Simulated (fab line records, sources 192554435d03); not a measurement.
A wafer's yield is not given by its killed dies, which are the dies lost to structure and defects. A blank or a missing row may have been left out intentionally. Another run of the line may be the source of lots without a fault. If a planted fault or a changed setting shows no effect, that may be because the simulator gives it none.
fab line records	flow n5-finfet	part 1 of 2: steps 1 to 16 of 22
record lots=5	wafers=15	last-day=17
route steps=1938 shown DUMMY_GATE@229
lots that met no fault: from a run of the same line without faults
start-h: hours from the record's first day to the start of the lot's first wafer shown	wait-h: time in hours since the lot's previous step	" same as the row above	L1.1+2: several wafers, shown together as one row	- either no value or no given start	* or withheld: withheld	< > ~ a bound
route shown NAME@n: names a module that has steps shown in the file, with the first one's number in the route	usual: mean and standard deviation over wafers with no fault	same: alike in all rows	chamber/n: place in a boat	sites: each site's reading	_std_site: standard deviation across them	_edge_site: mean of outer sites minus mean of inner sites	radius-mm: for every site, how far away it sits from the centre of the wafer	mask NAME#n: copy n	behind: the most recent tool/chamber to have shaped the wafer	hold: reason for holding the lot/hours on hold/outcome of the hold	device: transistor that didn't switch, given as n, p or np	end of line: tests of these same wafers at the route's end	for a step that has no rows: nothing shown but its recipe	killed: dies that structure and defects cost at the first sort, which is not the same as the wafer's yield	map: dies across one wafer; x = killed, . = not, _ = none there
set.NAME: setting as actually run; set.NAME@STEP: the setting as run at that earlier step	model.NAME: the simulator's own value behind a step, which no gauge read
certain route steps with their lots: each step a table, each wafer a row
services: a tool's chamber out of use, with start hour (start-h, from the record's first day; less than 0 if before it), hours out, and reason
## steps
# step N5_DUMMY_GATE_PEB_13
# recipe peb-temp-c=100	peb-time-s=60	resist=CAR-EUV
# usual chill-plate-temp-C=23.00/0.087	resist-line-temp-C=23.01/0.098
lot.wafer	tool	chamber	start-h	wait-h	chill-plate-temp-C	resist-line-temp-C
L076.2	litho-track-01	0	60.90	0.0	22.95	23.12
L076.4	"	0	"	"	23.07	23.09
L076.6	"	0	"	"	22.91	22.95
L078.2	litho-track-02	0	72.15	0.0	23.21	23.00
L078.3	"	0	"	"	22.96	22.99
L078.6	"	0	"	"	23.21	22.95
L080.3	litho-track-02	0	84.81	0.0	23.03	22.93
L080.4	"	0	"	"	23.03	22.93
L080.6	"	0	"	"	23.02	22.98
L088.4	litho-track-02	0	129.78	0.0	22.90	23.23
L088.5	"	0	"	"	22.94	23.16
L088.6	"	0	"	"	22.95	23.01
L096.2	litho-track-01	0	179.36	0.0	23.13	23.05
L096.4	"	0	"	"	22.91	23.09
L096.6	"	0	"	"	22.91	23.03
# step N5_DUMMY_GATE_DEVELOP_14
# recipe develop-time-s=30	developer=TMAH	resist=CAR-EUV	rinse-liquid=surfactant-rinse	dry=air-spin	dev-temp-c=23
# usual chill-plate-temp-C=23.00/0.11	resist-line-temp-C=22.99/0.1
# same develop-time-s=30
lot.wafer	tool	chamber	start-h	wait-h	chill-plate-temp-C	resist-line-temp-C
L076.2	litho-track-01	0	-	-	22.85	23.19
L076.4	"	0	"	"	22.99	23.05
L076.6	"	0	"	"	22.85	23.23
L078.2	litho-track-02	0	-	-	23.01	22.86
L078.3	"	0	"	"	23.08	22.69
L078.6	"	0	"	"	23.02	22.96
L080.3	litho-track-02	0	-	-	23.04	22.96
L080.4	"	0	"	"	22.92	23.07
L080.6	"	0	"	"	23.00	22.99
L088.4	litho-track-02	0	-	-	23.02	23.02
L088.5	"	0	"	"	22.92	22.89
L088.6	"	0	"	"	23.08	22.90
L096.2	litho-track-01	0	-	-	23.08	23.09
L096.4	"	0	"	"	22.94	23.03
L096.6	"	0	"	"	22.97	23.06
# step N5_DUMMY_GATE_CD_MEAS_15
# recipe target-cd-nm=25.8	landing-energy-ev=500	detector=se-inlens
# usual cd-nm=25.02/0.23
lot.wafer	tool	chamber	start-h	wait-h	cd-nm
L076.2	cd-sem-01	0	60.97	-	25.21
L076.4	"	0	"	"	25.15
L076.6	"	0	"	"	25.19
L078.2	cd-sem-02	0	72.22	-	24.89
L078.3	"	0	"	"	25.00
L078.6	"	0	"	"	24.67
L080.3	cd-sem-01	0	84.88	-	25.24
L080.4	"	0	"	"	24.77
L080.6	"	0	"	"	25.16
L088.4	cd-sem-02	0	129.85	-	25.11
L088.5	"	0	"	"	24.97
L088.6	"	0	"	"	25.08
L096.2	cd-sem-02	0	179.43	-	25.15
L096.4	"	0	"	"	24.90
L096.6	"	0	"	"	24.60
# step N5_DUMMY_GATE_OVL_MEAS_16
# recipe points-per-wafer=522
# usual GATE_OVL=0.2/0.73
# same points-per-wafer=522
lot.wafer	tool	chamber	start-h	wait-h	GATE_OVL[nm]
L076.2	overlay-02	0	61.01	0.0	0.6
L076.4	"	0	"	"	0.4
L076.6	"	0	"	"	0.1
L078.2	overlay-02	0	72.26	0.0	0.1
L078.3	"	0	"	"	-1.1
L078.6	"	0	"	"	0.1
L080.3	overlay-01	0	84.92	0.0	0.0
L080.4	"	0	"	"	0.1
L080.6	"	0	"	"	0.0
L088.4	overlay-01	0	129.90	0.0	0.0
L088.5	"	0	"	"	0.4
L088.6	"	0	"	"	0.5
L096.2	overlay-02	0	179.47	0.0	0.0
L096.4	"	0	"	"	0.8
L096.6	"	0	"	"	0.4
# step N5_DUMMY_GATE_INSPECT_17
# recipe mode=adi	inspect-instrument=brightfield
# usual raw-defect-count=212/50
lot.wafer	tool	chamber	start-h	wait-h	raw-defect-count
L076.2	defect-inspect-01	-	61.06	0.0	159
L076.4	"	-	"	"	142
L076.6	"	-	"	"	184
L078.2	defect-inspect-01	-	72.32	0.0	168
L078.3	"	-	"	"	199
L078.6	"	-	"	"	202
L080.3	defect-inspect-02	-	84.97	0.0	234
L080.4	"	-	"	"	198
L080.6	"	-	"	"	170
L088.4	defect-inspect-01	-	129.94	0.0	165
L088.5	"	-	"	"	265
L088.6	"	-	"	"	210
L096.2	defect-inspect-02	-	179.52	0.0	201
L096.4	"	-	"	"	206
L096.6	"	-	"	"	267
# step N5_DUMMY_GATE_DESCUM_20
# recipe chemistry=O2	time-s=6.2	source-power-w=50	bias-power-w=20	pressure-mtorr=20	rf-frequency-hz=2.712e+07	temp-c=40	resist=CAR-EUV	o2-flow-sccm=225
# usual drypump-motor-current-A=5.8/0.52	oes-product-au=0.75/0.05	rf-vpp-V=242.9/1.2	showerhead-plenum-p-Torr=2.08/0.064	throttle-valve-pct=20.54/0.22
lot.wafer	tool	chamber	start-h	wait-h	drypump-motor-current-A	oes-product-au	rf-hours-counter-h	rf-vpp-V	showerhead-plenum-p-Torr	throttle-valve-pct
L076.2	rie-diel-05	1	61.31	0.2	6.7	0.73	170	242.5	2.08	20.61
L076.4	"	0	"	"	5.4	0.72	178	241.2	2.08	20.50
L076.6	"	1	"	"	6.7	0.73	-	242.1	2.08	20.60
L078.2	rie-diel-05	0	72.35	0.0	5.4	0.72	181	243.0	2.08	20.51
L078.3	"	3	"	"	5.6	0.74	168	242.4	2.09	20.90
L078.6	"	1	"	"	6.7	0.72	-	243.9	2.08	20.59
L080.3	rie-diel-04	2	85.00	0.0	5.5	0.78	139	244.4	2.19	20.47
L080.4	"	1	"	"	6.6	0.80	131	241.5	2.02	20.56
L080.6	"	2	"	"	5.5	0.78	-	244.1	2.19	20.47
L088.4	rie-diel-04	1	130.07	0.1	6.5	0.78	145	241.7	2.01	20.58
L088.5	"	2	"	"	5.5	0.78	-	245.5	2.19	20.48
L088.6	"	1	"	"	6.5	0.79	-	241.8	2.01	20.58
L096.2	rie-diel-02	1	179.56	0.0	5.9	0.96	7	245.2	2.22	19.97
L096.4	"	2	"	"	5.6	0.75	137	243.1	2.11	20.26
L096.6	"	1	"	"	5.9	0.96	-	245.7	2.22	19.99
# step N5_DUMMY_GATE_ETCH_29
# recipe chemistry=N2/H2	target=underlayer	target-depth-a=130	ion-energy-ev=200	pressure-mtorr=30	source-w=840	bias-w=150	n2-flow-sccm=200	h2-flow-sccm=200
# usual bias-w=150.0/0.41	drypump-motor-current-A=5.8/0.52	oes-product-au=0.75/0.05	rf-vpp-V=523.3/2.3	showerhead-plenum-p-Torr=2.53/0.077	throttle-valve-pct=17.99/0.22
lot.wafer	tool	chamber	start-h	wait-h	bias-w	drypump-motor-current-A	oes-product-au	rf-hours-counter-h	rf-vpp-V	showerhead-plenum-p-Torr	throttle-valve-pct
L076.2	rie-diel-05	1	61.37	0.0	150.9	6.7	0.74	170	524.5	2.53	18.06
L076.4	"	0	"	"	149.6	5.4	0.71	178	521.4	2.53	17.97
L076.6	"	1	"	"	150.2	6.7	0.73	-	524.5	2.53	18.05
L078.2	rie-diel-05	0	72.41	0.0	149.5	5.4	0.71	181	523.2	2.53	17.99
L078.3	"	3	"	"	150.0	5.6	0.73	168	523.3	2.53	18.29
L078.6	"	1	"	"	149.7	6.7	0.73	-	524.4	2.53	18.06
L080.3	rie-diel-04	2	85.07	0.0	149.8	5.5	0.78	139	525.8	2.65	17.84
L080.4	"	1	"	"	149.9	6.7	0.79	131	521.2	2.45	18.06
L080.6	"	2	"	"	149.6	5.5	0.78	-	525.7	2.65	17.86
L088.4	rie-diel-04	1	130.13	0.0	148.7	6.6	0.78	145	521.0	2.44	18.09
L088.5	"	2	"	"	149.9	5.5	0.77	-	526.7	2.65	17.88
L088.6	"	1	"	"	150.3	6.6	0.79	-	519.5	2.44	18.10
L096.2	rie-diel-02	1	179.62	0.0	149.9	5.9	0.97	7	528.3	2.72	17.51
L096.4	"	2	"	"	150.2	5.6	0.75	137	523.8	2.56	17.67
L096.6	"	1	"	"	149.4	5.9	0.96	-	530.3	2.72	17.52
# step N5_DUMMY_GATE_ETCH_36
# recipe chemistry=CF4	target=SiARC	target-depth-a=130	pressure-mtorr=40	source-w=545	bias-w=36	Ar_flow_sccm=100	cf4-flow-sccm=100	ion-energy-ev=80
# usual bias-w=36.00/0.11	drypump-motor-current-A=5.8/0.52	oes-product-au=0.75/0.049	rf-vpp-V=184.0/1	showerhead-plenum-p-Torr=2.13/0.061	throttle-valve-pct=15.74/0.21
lot.wafer	tool	chamber	start-h	wait-h	bias-w	drypump-motor-current-A	oes-product-au	rf-hours-counter-h	rf-vpp-V	showerhead-plenum-p-Torr	throttle-valve-pct
L076.2	rie-diel-05	1	61.41	0.0	35.95	6.7	0.74	170	183.7	2.14	15.84
L076.4	"	0	"	"	35.93	5.4	0.72	178	183.5	2.13	15.73
L076.6	"	1	"	"	35.73	6.7	0.74	-	184.1	2.14	15.84
L078.2	rie-diel-05	0	72.45	0.0	35.96	5.4	0.72	181	185.9	2.13	15.73
L078.3	"	3	"	"	36.10	5.6	0.74	168	184.1	2.13	16.04
L078.6	"	1	"	"	36.14	6.7	0.74	-	184.0	2.14	15.85
L080.3	rie-diel-04	2	85.11	0.0	35.99	5.5	0.79	139	185.5	2.23	15.66
L080.4	"	1	"	"	36.15	6.6	0.80	131	183.2	2.07	15.71
L080.6	"	2	"	"	36.05	5.5	0.78	-	184.8	2.23	15.66
L088.4	rie-diel-04	1	130.17	0.0	35.88	6.6	0.78	145	184.4	2.06	15.73
L088.5	"	2	"	"	36.06	5.5	0.77	-	183.7	2.23	15.67
L088.6	"	1	"	"	35.89	6.5	0.79	-	182.9	2.06	15.74
L096.2	rie-diel-02	1	179.66	0.0	36.15	5.9	0.95	7	185.8	2.28	15.24
L096.4	"	2	"	"	36.16	5.6	0.75	137	185.1	2.15	15.41
L096.6	"	1	"	"	35.92	5.9	0.96	-	186.4	2.29	15.23
# step N5_DUMMY_GATE_ETCH_37
# recipe chemistry=N2/H2	target=SOC	target-depth-a=600	overetch-a=300	temp-c=40	ion-energy-ev=200	pressure-mtorr=30	source-w=840	bias-w=150	n2-flow-sccm=200	h2-flow-sccm=200
# usual bias-w=149.9/0.46	drypump-motor-current-A=5.8/0.52	oes-product-au=0.59/0.039	rf-vpp-V=523.5/2.2	showerhead-plenum-p-Torr=2.53/0.077	throttle-valve-pct=17.92/0.22
lot.wafer	tool	chamber	start-h	wait-h	bias-w	drypump-motor-current-A	oes-product-au	rf-hours-counter-h	rf-vpp-V	showerhead-plenum-p-Torr	throttle-valve-pct
L076.2	rie-diel-05	1	61.45	0.0	149.6	6.6	0.58	170	525.1	2.53	17.99
L076.4	"	0	"	"	150.2	5.4	0.57	178	524.0	2.53	17.91
L076.6	"	1	"	"	150.3	6.7	0.58	-	522.1	2.53	17.98
L078.2	rie-diel-05	0	72.49	0.0	149.9	5.4	0.57	181	524.3	2.53	17.93
L078.3	"	3	"	"	149.8	5.6	0.59	168	524.2	2.53	18.23
L078.6	"	1	"	"	150.3	6.8	0.58	-	524.1	2.53	17.99
L080.3	rie-diel-04	2	85.15	0.0	150.3	5.5	0.62	139	527.9	2.65	17.78
L080.4	"	1	"	"	150.0	6.6	0.62	131	521.1	2.45	18.00
L080.6	"	2	"	"	150.4	5.5	0.62	-	526.6	2.65	17.80
L088.4	rie-diel-04	1	130.21	0.0	150.5	6.6	0.61	145	521.8	2.44	18.00
L088.5	"	2	"	"	149.0	5.5	0.61	-	526.3	2.65	17.81
L088.6	"	1	"	"	149.5	6.6	0.62	-	521.5	2.44	18.02
L096.2	rie-diel-02	1	179.70	0.0	149.9	5.9	0.77	7	528.8	2.72	17.44
L096.4	"	2	"	"	150.2	5.6	0.60	137	526.0	2.56	17.60
L096.6	"	1	"	"	149.9	5.9	0.76	-	529.4	2.72	17.45
# step N5_DUMMY_GATE_STRIP_38
# recipe chemistry=N2/H2	temp-c=40	n2-flow-sccm=200	h2-flow-sccm=200	rf-frequency-hz=6e+07
lot.wafer	tool	chamber	start-h	wait-h
L076.2+4+6	rie-diel-05	1,0,1	61.49	0.0
L078.2+3+6	rie-diel-05	0,3,1	72.53	0.0
L080.3+4+6	rie-diel-04	2,1,2	85.19	0.0
L088.4+5+6	rie-diel-04	1,2,1	130.25	0.0
L096.2+4+6	rie-diel-02	1,2,1	179.74	0.0
# step N5_DUMMY_GATE_STRIP_39
# recipe chemistry=N2/H2	temp-c=40	n2-flow-sccm=200	h2-flow-sccm=200	rf-frequency-hz=6e+07
lot.wafer	tool	chamber	start-h	wait-h
L076.2+4+6	rie-diel-05	1,0,1	61.50	0.0
L078.2+3+6	rie-diel-05	0,3,1	72.54	0.0
L080.3+4+6	rie-diel-04	2,1,2	85.20	0.0
L088.4+5+6	rie-diel-04	1,2,1	130.26	0.0
L096.2+4+6	rie-diel-02	1,2,1	179.75	0.0
# step N5_DUMMY_GATE_TRIM_49
# recipe chemistry=O2	resist=SOC	time-s=29	target-cd-nm=14	source-power-w=300	bias-power-w=0	O2_flow_sccm=100	temp-c=20
# usual drypump-motor-current-A=5.7/0.35	oes-product-au=0.989/0.015	throttle-valve-pct=8.19/0.12
lot.wafer	tool	chamber	start-h	wait-h	drypump-motor-current-A	oes-product-au	rf-hours-counter-h	throttle-valve-pct
L076.2	rie-si-06	2	61.54	0.0	5.2	0.984	151	8.42
L076.4	"	0	"	"	5.5	0.973	141	8.09
L076.6	"	0	"	"	5.5	0.967	-	8.09
L078.2	rie-si-04	3	72.57	0.0	6.4	0.992	109	8.09
L078.3	"	1	"	"	5.5	1.010	142	8.26
L078.6	"	3	"	"	6.5	0.999	-	8.08
L080.3	rie-si-06	1	85.23	0.0	6.0	0.985	139	8.07
L080.4	"	3	"	"	5.5	0.990	120	8.35
L080.6	"	0	"	"	5.5	0.971	-	8.10
L088.4	rie-si-06	0	130.29	0.0	5.5	0.976	142	8.09
L088.5	"	0	"	"	5.5	0.975	-	8.10
L088.6	"	1	"	"	6.0	0.977	-	8.08
L096.2	rie-si-04	2	179.78	0.0	5.7	0.990	56	8.05
L096.4	"	2	"	"	5.7	0.986	-	8.04
L096.6	"	0	"	"	5.6	1.006	-	8.19
# step N5_DUMMY_GATE_STRIP_40
# recipe chemistry=CF4	resist=SiARC	power-w=300	bias-power-w=75	pressure-mtorr=50	cf4-flow-sccm=150	rf-frequency-hz=6e+07
# usual drypump-motor-current-A=5.7/0.54	oes-product-au=0.74/0.049	power-w=299.9/0.92	rf-vpp-V=271.1/1.4	showerhead-plenum-p-Torr=1.79/0.042	throttle-valve-pct=13.74/0.22
lot.wafer	tool	chamber	start-h	wait-h	drypump-motor-current-A	oes-product-au	power-w	rf-hours-counter-h	rf-vpp-V	showerhead-plenum-p-Torr	throttle-valve-pct
L076.2	rie-diel-04	1	61.63	0.1	6.6	0.78	299.8	125	270.4	1.74	13.64
L076.4	"	2	"	"	5.5	0.78	299.9	133	272.9	1.88	13.63
L076.6	"	3	"	"	5.6	0.71	300.9	-	269.3	1.71	13.97
L078.2	rie-diel-04	0	72.68	0.1	6.1	0.74	299.1	148	270.3	1.79	13.68
L078.3	"	2	"	"	5.5	0.77	299.5	136	273.2	1.88	13.64
L078.6	"	1	"	"	6.6	0.79	299.7	-	269.4	1.74	13.67
L080.3	rie-diel-02	0	85.34	0.1	6.0	0.72	301.1	185	270.5	1.78	13.94
L080.4	"	2	"	"	5.6	0.77	300.9	105	271.9	1.81	13.33
L080.6	"	0	"	"	6.0	0.72	300.2	-	271.3	1.78	13.93
L088.4	rie-diel-05	0	130.44	0.1	5.4	0.70	302.5	200	270.4	1.78	13.79
L088.5	"	1	"	"	6.6	0.71	300.7	-	272.6	1.79	13.87
L088.6	"	0	"	"	5.4	0.70	300.3	-	271.1	1.78	13.78
L096.2	rie-diel-05	3	180.02	0.2	5.6	0.72	299.2	199	270.9	1.78	14.10
L096.4	"	2	"	"	5.5	0.69	300.5	241	272.4	1.77	13.66
L096.6	"	1	"	"	6.7	0.69	300.1	-	273.3	1.79	13.93
# step N5_DUMMY_GATE_CD_MEAS_50
# recipe target-cd-nm=14
# usual cd-nm=14.00/0.27
lot.wafer	tool	chamber	start-h	wait-h	cd-nm
L076.2	cd-sem-02	-	61.69	0.0	14.08
L076.4	"	-	"	"	13.87
L076.6	"	-	"	"	13.99
L078.2	cd-sem-02	-	72.73	0.0	14.19
L078.3	"	-	"	"	13.91
L078.6	"	-	"	"	14.12
L080.3	cd-sem-01	-	85.40	0.1	14.58
L080.4	"	-	"	"	14.01
L080.6	"	-	"	"	14.12
L088.4	cd-sem-01	-	130.50	0.0	14.03
L088.5	"	-	"	"	14.68
L088.6	"	-	"	"	14.03
L096.2	cd-sem-02	-	180.08	0.0	13.99
L096.4	"	-	"	"	13.89
L096.6	"	-	"	"	13.76
# step N5_DUMMY_GATE_ETCH_31
# recipe chemistry=C4F6/O2	target=SiO2	mask-material=SOC	target-depth-a=825	time-s=27.5	ion-energy-ev=250	pressure-mtorr=30	source-w=345	bias-w=185	Ar_flow_sccm=300	C4F6_flow_sccm=10	O2_flow_sccm=10
# usual bias-w=185.1/0.51	drypump-motor-current-A=5.8/0.54	oes_f_703_au=0.74/0.042	oes-product-au=0.74/0.039	rf-vpp-V=667/7.3	showerhead-plenum-p-Torr=2.82/0.063	throttle-valve-pct=21.30/0.21
lot.wafer	tool	chamber	start-h	wait-h	bias-w	drypump-motor-current-A	oes_f_703_au	oes-product-au	rf-hours-counter-h	rf-vpp-V	showerhead-plenum-p-Torr	throttle-valve-pct
L076.2	rie-diel-02	1	61.73	0.0	185.4	5.9	0.71	0.71	228	662	2.71	21.12
L076.4	"	2	"	"	185.4	5.6	0.79	0.78	99	678	2.87	20.88
L076.6	"	0	"	"	185.8	6.0	0.73	0.72	-	665	2.83	21.51
L078.2	rie-diel-04	3	72.79	0.1	184.8	5.7	0.73	0.72	210	666	2.71	21.54
L078.3	"	0	"	"	184.9	6.2	0.74	0.74	148	666	2.86	21.30
L078.6	"	2	"	"	185.9	5.5	0.80	0.79	-	673	2.96	21.15
L080.3	rie-diel-05	3	85.47	0.1	184.7	5.6	0.72	0.74	172	673	2.83	21.60
L080.4	"	2	"	"	185.3	5.5	0.72	0.70	214	659	2.81	21.06
L080.6	"	1	"	"	184.2	6.8	0.73	0.72	-	675	2.83	21.36
L088.4	rie-diel-04	1	130.64	0.1	185.2	6.6	0.79	0.79	145	652	2.74	21.29
L088.5	"	0	"	"	185.0	6.1	0.73	0.73	-	667	2.85	21.34
L088.6	"	1	"	"	185.1	6.6	0.79	0.78	-	651	2.74	21.30
L096.2	rie-diel-05	1	180.18	0.1	184.7	6.7	0.70	0.70	207	675	2.81	21.39
L096.4	"	3	"	"	185.2	5.6	0.71	0.71	199	674	2.82	21.64
L096.6	"	2	"	"	184.8	5.5	0.69	0.70	-	659	2.80	21.10
# step N5_DUMMY_GATE_STRIP_41
# recipe chemistry=O2	power-w=400	temp-c=40	pressure-mtorr=30	rf-frequency-hz=6e+07	bias-power-w=0	overash-fraction=0.3	o2-flow-sccm=225
# usual drypump-motor-current-A=5.8/0.54	oes-product-au=0.74/0.039	rf-vpp-V=3.6/0.51	showerhead-plenum-p-Torr=2.08/0.051	throttle-valve-pct=16.82/0.2
lot.wafer	tool	chamber	start-h	wait-h	drypump-motor-current-A	oes-product-au	rf-hours-counter-h	rf-vpp-V	showerhead-plenum-p-Torr	throttle-valve-pct
L076.2	rie-diel-02	1	61.78	0.0	5.9	0.71	228	3.7	1.98	16.62
L076.4	"	2	"	"	5.6	0.79	99	3.7	2.13	16.44
L076.6	"	0	"	"	6.0	0.74	-	3.3	2.08	17.01
L078.2	rie-diel-04	3	72.83	0.0	5.6	0.71	210	4.0	1.99	17.03
L078.3	"	0	"	"	6.1	0.75	148	3.5	2.10	16.78
L078.6	"	2	"	"	5.5	0.79	-	3.3	2.20	16.71
L080.3	rie-diel-05	3	85.51	0.0	5.6	0.75	172	3.6	2.09	17.14
L080.4	"	2	"	"	5.5	0.72	214	2.8	2.07	16.63
L080.6	"	1	"	"	6.7	0.73	-	3.4	2.08	16.86
L088.4	rie-diel-04	1	130.69	0.0	6.6	0.78	145	4.8	2.02	16.80
L088.5	"	0	"	"	6.1	0.73	-	4.1	2.09	16.80
L088.6	"	1	"	"	6.6	0.77	-	2.5	2.02	16.79
L096.2	rie-diel-05	1	180.23	0.0	6.7	0.71	207	4.0	2.07	16.91
L096.4	"	3	"	"	5.6	0.72	199	2.6	2.08	17.18
L096.6	"	2	"	"	5.5	0.70	-	3.1	2.06	16.67
